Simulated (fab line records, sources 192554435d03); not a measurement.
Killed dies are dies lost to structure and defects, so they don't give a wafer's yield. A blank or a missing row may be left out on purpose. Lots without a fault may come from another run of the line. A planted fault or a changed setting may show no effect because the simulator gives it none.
fab line records | flow n5_finfet
record lots=8 wafers=24 last_day=18
route steps=1938 shown HKMG_FIN@402 BEOL_M4@1111 PASSIVATION@1936
lots that met no fault: from a run of the same line without faults
start_h: hours from the record's first day to the start of the lot's first wafer shown | wait_h: hours since the lot's step before | " the same as in the row above | L1.1+2: a row that stands for several wafers | - no value, or no start given | * or withheld: withheld | < > ~ a bound
route shown NAME@n: a module of which the file shows steps, and the number in the route of the first | usual: mean/standard deviation of fault-free wafers | same: alike in all rows | chamber/n: place in a boat | sites: the reading at each site | _std_site: their standard deviation | _edge_site: outer sites' mean less inner sites' | radius_mm: how far each site lies from the wafer's centre | mask NAME#n: copy n | behind: the tool/chamber that last shaped the wafer | hold: why the lot was held/for how many hours/how that ended | device: the transistor (n, p or np) that didn't switch | end of line: the same wafers' tests at the end of the route | a step without rows: its recipe alone | killed: dies lost to structure and defects at the first sort, not the wafer's yield | map: a wafer's dies, x killed, . not, _ none there
set.NAME: the setting as run; set.NAME@STEP: as run at that earlier step | model.NAME: the simulator's own value behind a step, which no gauge read
steps of the route over a sample of lots; a table a step, a row a wafer
services: from which hour (start_h, from the record's first day; less than 0 if before it) a tool's chamber was out of use, for how many hours, and why
## steps
# step N5_HKMG_FIN_ETCH_54
# recipe chemistry=CF4 target=SiARC target_depth_a=455 mask_material=CAR-ArF time_s=75.8 ion_energy_ev=80 pressure_mtorr=40 source_w=545 bias_w=36 Ar_flow_sccm=100 cf4_flow_sccm=100 ends=cleared
# usual cf4_flow_sccm=100.0/0.3 chamber_pressure_mTorr=40.00/0.033 drypump_motor_current_A=6.0/0.37 etch_rf_on_time_s=76.1/1.2 oes_product_au=0.67/0.082 rf_fwd_power_W=539/3 rf_vpp_V=184.0/1 showerhead_plenum_p_Torr=2.14/0.053 throttle_valve_pct=15.7/0.32
# columns lot.wafer tool chamber start_h wait_h cf4_flow_sccm chamber_pressure_mTorr drypump_motor_current_A etch_rf_on_time_s oes_product_au rf_fwd_power_W rf_hours_counter_h rf_vpp_V showerhead_plenum_p_Torr throttle_valve_pct
L734.1 rie_diel-05 0 70.81 0.0 99.7 39.98 6.0 75.4 0.77 539 33 184.5 2.09 15.2
L734.4 " 1 " " 99.6 39.95 6.3 77.9 0.60 540 213 183.5 2.11 15.9
L734.5 " 3 " " 99.9 40.05 6.2 75.8 0.63 536 - 187.0 2.22 15.9
L736.2 rie_diel-05 3 84.16 0.0 99.9 40.00 6.2 76.6 0.62 537 177 184.8 2.22 16.0
L736.4 " 1 " " 100.4 39.98 6.3 77.6 0.60 541 218 184.2 2.11 15.9
L736.6 " 0 " " 100.6 39.97 6.0 76.5 0.75 535 - 182.0 2.09 15.2
L739.1 rie_diel-05 2 101.53 0.0 100.3 40.03 6.3 74.7 0.72 542 53 182.1 2.10 15.3
L739.2 " 3 " " 99.9 40.01 6.2 77.0 0.62 538 184 186.1 2.22 16.0
L739.5 " 1 " " 100.0 40.01 6.2 77.2 0.60 539 - 183.1 2.11 15.9
L741.3 rie_diel-03 1 114.22 0.0 100.1 39.95 6.5 77.6 0.57 543 245 183.2 2.11 16.1
L741.4 " 2 " " 99.7 39.99 5.5 76.9 0.60 542 202 183.4 2.21 16.1
L741.6 " 0 " " 100.0 39.98 5.7 73.6 0.77 540 - 185.0 2.18 15.7
L746.1 rie_diel-05 1 146.45 0.0 99.9 40.00 6.2 78.2 0.58 539 240 184.5 2.11 16.0
L746.5 " 1 " " 100.0 39.97 6.2 78.1 0.59 540 - 183.7 2.11 16.0
L746.6 " 2 " " 99.8 40.01 6.3 75.1 0.71 542 - 183.1 2.09 15.4
L752.2 rie_diel-05 0 177.97 0.0 99.8 40.01 6.0 76.5 0.71 534 71 183.7 2.08 15.3
L752.4 " 3 " " 100.1 40.00 6.2 76.8 0.61 536 - 185.6 2.21 16.0
L752.6 " 2 " " 99.7 40.00 6.3 75.4 0.70 538 - 183.1 2.09 15.4
L756.1 rie_diel-04 3 204.97 0.0 100.1 39.97 6.3 73.7 0.84 541 0 185.4 2.28 15.6
L756.3 " 1 " " 99.7 40.03 6.0 76.1 0.59 543 201 184.2 2.13 15.7
L756.5 " 3 " " 100.3 40.00 6.3 74.4 0.85 541 - 186.8 2.28 15.6
L757.2 rie_diel-03 1 208.41 0.0 100.2 40.06 6.5 76.0 0.77 540 21 183.9 2.10 15.7
L757.3 " 0 " " 100.2 40.05 5.7 75.0 0.72 542 77 184.6 2.17 15.8
L757.5 " 3 " " 100.0 39.98 6.4 76.1 0.68 537 - 183.0 2.15 15.5
# step N5_HKMG_FIN_STRIP_88
# recipe chemistry=N2/H2 power_w=2500 temp_c=300 h2_frac=0.65 time_s=360 pressure_mtorr=withheld n2_flow_sccm=1750 h2_flow_sccm=3250
# usual drypump_motor_current_A=5.57/0.18 heater_power_w=488/42
# columns lot.wafer tool chamber start_h wait_h drypump_motor_current_A heater_power_w rf_hours_counter_h
L734.1 plasma_asher-02 1 75.64 0.0 5.73 474 38
L734.4 " 0 " " 5.37 469 -
L734.5 " 0 " " 5.36 488 -
L736.2 plasma_asher-02 0 89.06 0.0 5.39 475 41
L736.4 " 0 " " 5.37 490 -
L736.6 " 1 " " 5.72 473 -
L739.1 plasma_asher-01 1 106.33 0.0 5.76 539 96
L739.2 " 0 " " 5.37 442 96
L739.5 " 0 " " 5.38 443 -
L741.3 plasma_asher-02 0 119.82 0.1 5.38 472 -
L741.4 " 1 " " 5.75 477 -
L741.6 " 1 " " 5.74 480 -
L746.1 plasma_asher-01 0 151.55 0.0 5.38 451 105
L746.5 " 1 " " 5.78 540 -
L746.6 " 0 " " 5.39 445 -
L752.2 plasma_asher-01 1 183.23 0.0 5.76 545 112
L752.4 " 1 " " 5.78 560 -
L752.6 " 0 " " 5.47 443 -
L756.1 plasma_asher-02 1 210.03 0.0 5.76 476 65
L756.3 " 1 " " 5.76 475 -
L756.5 " 1 " " 5.74 473 -
L757.2 plasma_asher-02 1 213.44 0.0 5.73 476 66
L757.3 " 0 " " 5.37 470 -
L757.5 " 0 " " 5.39 468 -
# step N5_HKMG_FIN_ETCH_67
# recipe chemistry=N2/H2 target=SOC target_depth_a=3889 stop_on=TiN ion_energy_ev=100 bias_w=61 pressure_mtorr=30 source_w=850 n2_flow_sccm=200 h2_flow_sccm=200
# usual chamber_pressure_mTorr=30.00/0.031 drypump_motor_current_A=5.9/0.4 oes_product_au=0.76/0.092 rf_fwd_power_W=845/3.4 rf_vpp_V=240.4/1.1 showerhead_plenum_p_Torr=2.54/0.067 throttle_valve_pct=17.90/0.27
# columns lot.wafer tool chamber start_h wait_h chamber_pressure_mTorr drypump_motor_current_A oes_product_au rf_fwd_power_W rf_hours_counter_h rf_vpp_V showerhead_plenum_p_Torr throttle_valve_pct
L734.1 rie_diel-04 0 76.49 - 30.04 5.4 0.69 846 215 241.2 2.63 17.87
L734.4 " 2 " " 29.99 5.4 0.69 852 228 240.0 2.50 17.74
L734.5 " 3 " " 30.08 6.3 0.69 845 - 240.4 2.41 18.16
L736.2 rie_diel-04 0 89.89 - 30.04 5.4 0.68 848 219 241.6 2.63 17.87
L736.4 " 2 " " 30.02 5.4 0.69 845 232 239.0 2.50 17.72
L736.6 " 2 " " 30.03 5.4 0.68 844 - 241.5 2.50 17.72
L739.1 rie_diel-04 3 107.15 - 29.93 6.3 0.67 845 230 238.7 2.40 18.19
L739.2 " 2 " " 29.99 5.3 0.68 843 237 242.4 2.50 17.73
L739.5 " 0 " " 30.00 5.4 0.68 845 - 240.9 2.63 17.89
L741.3 rie_diel-03 0 120.98 - 30.01 5.7 0.87 844 43 240.4 2.59 18.02
L741.4 " 2 " " 30.07 5.5 0.70 846 205 240.7 2.63 18.35
L741.6 " 1 " " 30.00 6.5 0.67 848 - 239.6 2.51 18.35
L746.1 rie_diel-04 0 152.56 - 29.97 5.4 0.67 842 245 241.3 2.62 17.92
L746.5 " 3 " " 29.99 6.3 0.69 1046 - 222.1 2.40 18.19
L746.6 " 0 " " 29.97 5.4 0.67 841 - 240.9 2.62 17.93
L752.2 rie_diel-03 3 184.12 - 30.04 6.3 0.79 842 108 240.2 2.56 17.68
L752.4 " 1 " " 29.99 6.5 0.92 847 11 240.6 2.50 17.92
L752.6 " 3 " " 29.99 6.3 0.80 843 - 241.5 2.56 17.69
L756.1 rie_diel-05 1 210.86 - 30.01 6.2 0.91 846 6 240.6 2.50 17.77
L756.3 " 0 " " 30.01 6.1 0.82 835 85 239.4 2.47 17.66
L756.5 " 0 " " 30.00 6.0 0.81 835 - 239.3 2.47 17.69
L757.2 rie_diel-05 0 214.26 - 30.03 6.1 0.82 836 86 240.3 2.47 17.66
L757.3 " 2 " " 29.99 6.3 0.78 845 97 240.9 2.46 17.62
L757.5 " 1 " " 30.02 6.3 0.91 843 - 239.8 2.50 17.77
# step N5_HKMG_FIN_ALD_72
# recipe material=W target_thk_a=20 temp_c=300 pressure_torr=7.5 ald_precursor_family=WF6 ald_co_reactant=B2H6 pulse_time_s=1 purge_time_s=2 co_reactant_purge_time_s=2 co_reactant_pulse_time_s=3 ald_cycles=7
# usual chamber_pressure_Torr=7.501/0.017 heater_power_w=499/40 precursor_pulse_height_rel=0.999/0.019
# same ald_cycles=7 co_reactant_pulse_time_s=3 pulse_time_s=1
# columns lot.wafer tool chamber start_h wait_h chamber_pressure_Torr heater_power_w precursor_pulse_height_rel
L734.1 cvd_w-02 1 77.75 0.2 7.496 545 0.990
L734.4 " 0 " " 7.501 504 1.000
L734.5 " 0 " " 7.485 511 0.995
L736.2 cvd_w-02 1 90.99 0.2 7.508 525 0.992
L736.4 " 1 " " 7.475 537 1.007
L736.6 " 0 " " 7.497 517 1.017
L739.1 cvd_w-01 0 108.27 0.2 7.505 495 0.960
L739.2 " 1 " " 7.485 436 1.023
L739.5 " 1 " " 7.529 443 0.954
L741.3 cvd_w-01 1 122.11 0.2 7.493 432 0.996
L741.4 " 0 " " 7.502 493 1.040
L741.6 " 1 " " 7.498 431 0.982
L746.1 cvd_w-02 1 153.84 0.2 7.450 546 0.999
L746.5 " 0 " " 7.493 508 0.980
L746.6 " 1 " " 7.499 537 1.015
L752.2 cvd_w-01 1 185.23 0.2 7.495 442 1.007
L752.4 " 1 " " 7.483 428 0.998
L752.6 " 0 " " 7.505 509 0.990
L756.1 cvd_w-02 0 211.96 0.2 7.500 511 1.000
L756.3 " 0 " " 7.503 516 1.009
L756.5 " 0 " " 7.509 532 0.966
L757.2 cvd_w-02 0 215.38 0.2 7.491 525 0.982
L757.3 " 1 " " 7.542 527 0.982
L757.5 " 0 " " 7.505 525 1.046
# step N5_BEOL_M4_RC_MEAS_101
# usual DIBL_N=36.5/1.4 DIBL_P=36.9/1.7 IOFF_N=0.163/0.023 IOFF_P=0.22/0.032 ION_N=673/9 ION_P=462/7.5 SS_N=71.6/0.54 SS_P=73.4/0.62 VT_N=249.8/2.8 VT_P=-250/3.5
# columns lot.wafer tool chamber start_h wait_h DIBL_N[mV/V] DIBL_P[mV/V] IOFF_N[nA/um] IOFF_P[nA/um] ION_N[uA/um] ION_P[uA/um] SS_N[mV/dec] SS_P[mV/dec] VT_N[mV] VT_P[mV]
L734.1 prober-02 0 164.82 0.0 35.6 35.4 0.143 0.19 663 459 71.8 73.3 252.3 -255
L734.4 " 0 " " 36.6 36.4 0.167 0.20 665 450 72.1 73.2 249.5 -253
L734.5 " 0 " " 35.5 35.4 0.149 0.19 674 461 71.7 72.7 251.7 -255
L736.2 prober-02 0 182.56 0.2 36.8 36.5 0.161 0.26 684 479 71.6 73.5 249.2 -243
L736.4 " 0 " " 37.5 36.5 0.173 0.25 680 475 72.0 73.7 247.9 -248
L736.6 " 0 " " 38.1 37.9 0.186 0.29 689 482 71.9 73.7 245.9 -244
L739.1 prober-02 0 210.53 0.0 37.1 37.7 0.158 0.21 673 458 71.7 73.4 250.3 -253
L739.2 " 0 " " 38.0 39.2 0.177 0.23 682 465 71.6 73.7 247.7 -250
L739.5 " 0 " " 38.9 40.3 0.197 0.26 686 460 72.0 74.4 247.2 -249
L741.3 prober-01 0 210.98 0.3 36.0 35.8 0.153 0.19 673 455 72.0 73.9 249.3 -253
L741.4 " 0 " " 37.8 37.9 0.184 0.22 667 450 72.8 73.8 247.4 -251
L741.6 " 0 " " 37.8 37.7 0.179 0.21 684 457 72.0 73.6 245.8 -253
L746.1 prober-02 0 245.61 0.0 37.6 38.3 0.190 0.26 675 466 71.9 73.5 247.7 -248
L746.5 " 0 " " 35.4 34.8 0.134 0.19 655 447 70.7 72.7 255.9 -253
L746.6 " 0 " " 36.4 36.9 0.165 0.23 686 467 71.2 73.6 248.5 -251
L752.2 prober-01 0 280.63 0.2 37.0 38.6 0.158 0.21 673 466 71.4 73.5 249.6 -250
L752.4 " 0 " " 38.6 40.0 0.175 0.22 676 457 72.2 73.9 251.9 -253
L752.6 " 0 " " 38.9 39.9 0.186 0.23 676 459 72.4 74.1 250.7 -251
L757.2 prober-02 0 303.82 0.2 37.3 36.0 0.184 0.25 675 464 71.8 73.7 246.7 -246
L757.3 " 0 " " 38.3 37.0 0.213 0.29 673 460 71.7 74.9 245.4 -246
L757.5 " 0 " " 37.7 35.6 0.183 0.25 673 462 72.7 74.1 249.9 -247
L756.1 prober-02 0 309.87 0.0 37.4 36.8 0.154 0.21 669 464 71.8 73.0 251.2 -249
L756.3 " 0 " " 35.0 33.4 0.117 0.16 668 456 71.4 72.8 254.7 -253
L756.5 " 0 " " 37.4 36.2 0.156 0.20 664 455 71.9 73.4 252.8 -249
# step N5_PASSIVATION_PROBE_49
# usual defect_limited_yield=91.2/1.4 killed_at_M0_to_M3=35/11 killed_at_M4_up=12/4.2 killed_at_contacts=13/5.6 killed_at_front_end=40/12 killed_at_other=3.3/2.6 killed_dies=103/17 killed_on_rim=14/4.5 killed_open=68/12 killed_short=34/7.6 sort_bin_5_function=5.1/0.95 sort_bin_6_memory=3.3/0.68 sort_n_pass=1077/17 sort_yield_pct=91.2/1.4
# same gross_dies=1180 killed_at_back_side=0 sort_bin_4_leakage[%]=0 sort_bin_8_speed[%]=0
# columns lot.wafer tool chamber start_h wait_h defect_limited_yield[%] killed_at_M0_to_M3 killed_at_M4_up killed_at_contacts killed_at_front_end killed_at_other killed_dies killed_on_rim killed_open killed_short sort_bin_5_function[%] sort_bin_6_memory[%] sort_n_pass sort_yield_pct[%]
L736.2 prober-02 - 291.14 0.1 92.7 18 19 4 38 7 86 13 53 27 3.4 3.3 1094 92.7
L736.4 prober-02 - 291.24 0.2 91.4 30 12 15 38 6 101 16 73 28 5.6 2.8 1079 91.4
L736.6 prober-02 - 291.34 0.3 91.4 29 10 10 46 6 101 13 55 46 4.8 3.1 1079 91.4
L741.4 prober-02 - 306.13 0.2 91.0 45 8 22 30 1 106 15 73 32 5.3 3.5 1074 91.0
# killed by level:class
L736.2 BEOL_M4:geometric_particle:open=12 FIN_SAQP:geometric_particle:open=8 BEOL_M1:geometric_particle:open=6 HKMG_FIN:area_etch=6 STI_FIN_REVEAL:geometric_particle:open=4 GATE_CUT:geometric_particle:short=4 MOL_CONTACT_COAG:geometric_particle:open=4 BEOL_M1:geometric_particle:short=4
L736.4 BEOL_M2:geometric_particle:open=13 MOL_CONTACT_COAG:geometric_particle:open=11 FIN_SAQP:geometric_particle:open=8 BEOL_M4:geometric_particle:open=8 BEOL_M3:geometric_particle:open=7 FIN_SAQP:geometric_particle:short=6 BEOL_M1:geometric_particle:open=5 GATE_CUT:geometric_particle:short=4
L736.6 FIN_SAQP:geometric_particle:short=13 BEOL_M2:geometric_particle:open=10 GATE_CUT:geometric_particle:short=9 MOL_CONTACT_COAG:geometric_particle:open=7 GATE_CUT:geometric_particle:open=6 BEOL_M1:geometric_particle:short=6 BEOL_M0:geometric_particle:short=5 BEOL_M4:geometric_particle:open=5
L741.4 MOL_CONTACT_COAG:geometric_particle:open=19 BEOL_M1:geometric_particle:open=8 BEOL_M0_SAQP:geometric_particle:open=7 BEOL_M0_SAQP:geometric_particle:short=7 BEOL_M2:geometric_particle:open=7 BEOL_M2:geometric_particle:short=7 BEOL_M3:geometric_particle:open=7 STI_FIN_REVEAL:geometric_particle:open=6
## services
# columns tool chamber start_h hours kind
plasma_asher-02 - 61.68 3.9 repair
rie_diel-04 - 94.95 0.9 repair
rie_diel-04 2 149.43 - clean
rie_diel-04 2 149.43 - consumable_replace:focus_ring
rie_diel-04 2 149.43 24.1 scheduled_down
rie_diel-04 2 149.43 24.1 vent_cycle
cvd_w-02 0 154.19 1.2 repair
rie_diel-04 0 154.52 2.4 repair
rie_diel-04 0 161.59 5.3 repair
rie_diel-03 1 165.50 5.0 repair
rie_diel-04 0 173.53 - clean
rie_diel-04 0 173.53 - consumable_replace:focus_ring
rie_diel-04 0 173.53 14.9 scheduled_down
rie_diel-04 0 173.53 14.9 vent_cycle
rie_diel-05 1 177.38 - clean
rie_diel-05 1 177.38 - consumable_replace:focus_ring
rie_diel-05 1 177.38 21.6 scheduled_down
rie_diel-05 1 177.38 21.6 vent_cycle
rie_diel-04 3 188.51 - clean
rie_diel-04 3 188.51 - consumable_replace:focus_ring
rie_diel-04 3 188.51 - consumable_replace:showerhead
rie_diel-04 3 188.51 14.8 scheduled_down
rie_diel-04 3 188.51 14.8 vent_cycle
rie_diel-05 3 202.56 13.1 repair
## key
first_sign step=N5_HKMG_FIN_ETCH_67 reading=rf_fwd_power_W direction=up sigmas=60 usual=* struck=*
effect step=N5_HKMG_FIN_ETCH_67 reading=rf_vpp_V direction=down sigmas=16 usual=240.4 struck=222.1
met_at N5_HKMG_FIN_ETCH_67
struck_lots L746
struck_wafers L746.5
not_acting_at N5_HKMG_FIN_ETCH_54,N5_HKMG_FIN_STRIP_88,N5_HKMG_FIN_ALD_72
onset_between 107.15 152.56
fault kind=process_parameter_drift tool=rie_diel-04 chamber=3 onset_h=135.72 steps=N5_HKMG_FIN_ETCH_67 channel=source_w offset=204 shape=step end_h=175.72 acts_in=these_recipes_only stated=850
